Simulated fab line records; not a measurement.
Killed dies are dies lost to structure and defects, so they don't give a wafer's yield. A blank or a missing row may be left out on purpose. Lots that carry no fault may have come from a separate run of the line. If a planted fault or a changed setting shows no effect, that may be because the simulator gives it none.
8D (eight disciplines) problem report, filled in by code + flow n5_finfet + the parts of the form that need people (team, actions taken, sign-off) are left out

## 1. THE PROBLEM
killed_at_contacts at N5_PASSIVATION_PROBE_49 reads a mean of 814 on 1 wafer of 1 lot; wafers without a fault read 12 with a standard deviation of 5.9. That is +99 or more standard deviations from the usual mean.
First observed at day 16 06:59: wafer L498.4, on prober-01. At this step, 2 wafers from 2 lots have a number in the record. The rule behind "out" and "out of limits": a value lying over 4 standard deviations away from the usual mean. All remaining wafers that have a number are taken as sound.

## 2. WHAT THIS IS AND IS NOT
| question                    | is                                                                                                                     | is not                                                                                                                  |
|-----------------------------|------------------------------------------------------------------------------------------------------------------------|-------------------------------------------------------------------------------------------------------------------------|
| which readings at this step | killed_at_contacts, defect_limited_yield, killed_dies, killed_on_rim, sort_bin_5_function, sort_n_pass, sort_yield_pct | killed_at_M0_to_M3, killed_at_M4_up, killed_at_front_end, killed_at_other, killed_open, killed_short, sort_bin_6_memory |
| which lots                  | L498                                                                                                                   | L505                                                                                                                    |
| which wafers of those lots  | all that have a number                                                                                                 | -                                                                                                                       |
| read on which tools         | prober-01                                                                                                              | prober-02                                                                                                               |
| when                        | from day 16 06:59                                                                                                      | up to then (0 sound wafers); but 1 sound wafer of L505 came after                                                       |

## 3. SUSPECTS, AND WHAT RULES EACH OUT
Counting: a tool stays on the suspect list if, at a process step up to the reading, it processed all lots that are out and no sound lot following the first of them.
- ald_sin-04 at N5_MOL_CONTACT_COAG_ALD_133 (deposits SiO2, target thk 5 nm, pulse time 1 s, co reactant pulse time 1 s): kept. It ran the lot that is out, L498 (day 7 17:27), and no sound lot after that.
- prober-01 at N5_PASSIVATION_PROBE_49: kept. It ran the lot that is out, L498 (day 16 06:59), and no sound lot after that. Out on those wafers are its own readings of defect_limited_yield, killed_at_contacts, killed_dies, killed_on_rim, sort_bin_5_function, sort_n_pass, sort_yield_pct.
After counting, ald_sin-04 at N5_MOL_CONTACT_COAG_ALD_133 and prober-01 at N5_PASSIVATION_PROBE_49 remain.

## 4. THE CAUSE (what the simulator had put in)
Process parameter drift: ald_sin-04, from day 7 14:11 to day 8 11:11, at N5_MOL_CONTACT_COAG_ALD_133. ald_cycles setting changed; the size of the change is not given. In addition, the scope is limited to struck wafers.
This tool is one of the 2 suspects left after counting.

## 5. SEQUENCE OF EFFECTS, ordered by route
Each row: a reading whose mean over the struck wafers that have a number lies more than 3 standard deviations from the usual. Only readings for which the record gives a usual standard deviation are gone through. hours: the time from each lot's start at the first step in this table that gives one to its start at this step, as a median over the lots. sigmas: the change in usual standard deviations.
| hours | step                    | reading              | usual  | on struck wafers | change | sigmas      |
|-------|-------------------------|----------------------|--------|------------------|--------|-------------|
| 0     | N5_PASSIVATION_PROBE_49 | defect_limited_yield | 91.0 % | 24.7             | -66.3  | -44         |
| 0     | N5_PASSIVATION_PROBE_49 | killed_at_contacts   | 12     | 814              | +802   | +99 or more |
| 0     | N5_PASSIVATION_PROBE_49 | killed_dies          | 106    | 888              | +782   | +43         |
| 0     | N5_PASSIVATION_PROBE_49 | killed_on_rim        | 14     | 112              | +98    | +23         |
| 0     | N5_PASSIVATION_PROBE_49 | sort_bin_5_function  | 5.2 %  | 72.7             | +67.5  | +71         |
| 0     | N5_PASSIVATION_PROBE_49 | sort_n_pass          | 1074   | 292              | -782   | -43         |
| 0     | N5_PASSIVATION_PROBE_49 | sort_yield_pct       | 91.0 % | 24.7             | -66.3  | -44         |
Process steps it contains:
- N5_PASSIVATION_PROBE_49

## 6. HOW IT WOULD HAVE BEEN CAUGHT EARLIER
First out-of-limits reading in this record: day 16 06:59, which is 209 hours after fault onset at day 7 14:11.
Of the tool readings at N5_MOL_CONTACT_COAG_ALD_133 for which the record gives a usual standard deviation, none was out on any struck wafer, so an alarm limit of 4 standard deviations on them would not have fired.
Lots out: 1; all had begun N5_MOL_CONTACT_COAG_ALD_133 on ald_sin-04 by day 16 06:59. Had the tool been put on hold then, not one of them would have been saved.
